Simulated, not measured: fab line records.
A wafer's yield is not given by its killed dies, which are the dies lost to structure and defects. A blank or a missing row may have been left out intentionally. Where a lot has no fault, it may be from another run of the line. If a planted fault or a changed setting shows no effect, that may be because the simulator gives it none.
What tool caused it? -- flow nand harc -- 6 lots, 18 wafers sampled, at 3 steps of a route of 1159

== WHAT THE GAUGES SHOWED, per wafer ==
NHARC_A_SGD_CUT_INSPECT_25.
lot,measured,on,raw defect count
L781,day 14 16:05,defect inspect-01,203 197 269
L784,day 15 15:17,defect inspect-01,242 380 337
L785,day 16 03:43,defect inspect-02,314 204 332
L790,day 17 08:02,defect inspect-02,376 280 242
L793,day 18 04:46,defect inspect-01,416 212 199
L798,day 19 08:56,defect inspect-01,379 442 503

== EACH LOT AND THE TOOL THAT RAN IT (in order: tool; ch and the chambers of the sampled wafers; start) ==
lot,NHARC_A_SGD_CUT_ETCH_15,NHARC_A_SGD_CUT_STRIP_28
L781,"rie diel-07 ch 2,3, day 14 16:05 or earlier","rie diel-06 ch 0,2,3, day 14 16:05 or earlier"
L784,"rie diel-08 ch 0,3, day 15 15:17 or earlier","rie diel-06 ch 0,1,2, day 15 15:17 or earlier"
L785,"rie diel-08 ch 0,1, day 16 03:43 or earlier","rie diel-07 ch 2,3, day 16 03:43 or earlier"
L790,"rie diel-06 ch 0,2,3, day 17 08:02 or earlier","rie diel-06 ch 0,1,2, day 17 08:02 or earlier"
L793,"rie diel-06 ch 0,3, day 18 04:40 or earlier","rie diel-08 ch 0,1,2, day 18 04:40"
L798,"rie diel-06 ch 0,1,3, day 19 08:56 or earlier","rie diel-08 ch 0,2,3, day 19 08:56 or earlier"
- NHARC_A_SGD_CUT_ETCH_15: etches the open film in CH3F/O2, target depth 75 nm, time 64.3 s.
- NHARC_A_SGD_CUT_STRIP_28: strips in O2, time 20 s.

== THE ANSWER, worked out from the rows above alone ==
Rule: the usual values come from the lots themselves. The widest of any qualifying gaps counts: lots, ordered by their means at a reading, are off when they make up no more than a third of the lots, leave a main group of 4 or more, and stand apart from it by 3 or more times the standard deviation of that group's means. A main group is skipped when, at the precision printed for the reading in the tables above, its means are all equal. Also off: a lot with no number at a reading for which 4 or more lots have one. The other lots that the step has rows for count as sound.
Off, at NHARC_A_SGD_CUT_INSPECT_25 on raw defect count: L798. Main group: mean 280, sd 32.
A tool fits if, at a process step before that reading, it ran every lot that is off, and no sound lot after the first of them. Gauges at NHARC_A_SGD_CUT_INSPECT_25: tried the same way as those tools. Because NHARC_A_SGD_CUT_ETCH_15 lacks a start for some lots, the hours and order of its lots are taken from NHARC_A_SGD_CUT_INSPECT_25. Because NHARC_A_SGD_CUT_STRIP_28 lacks a start for some lots, the hours and order of its lots are taken from NHARC_A_SGD_CUT_INSPECT_25. Can't be told from this: 3 tools fit, rie diel-06 at NHARC_A_SGD_CUT_ETCH_15, rie diel-08 at NHARC_A_SGD_CUT_STRIP_28, defect inspect-01 at NHARC_A_SGD_CUT_INSPECT_25.

== WHAT HAD BEEN PUT IN BY THE SIMULATOR ==
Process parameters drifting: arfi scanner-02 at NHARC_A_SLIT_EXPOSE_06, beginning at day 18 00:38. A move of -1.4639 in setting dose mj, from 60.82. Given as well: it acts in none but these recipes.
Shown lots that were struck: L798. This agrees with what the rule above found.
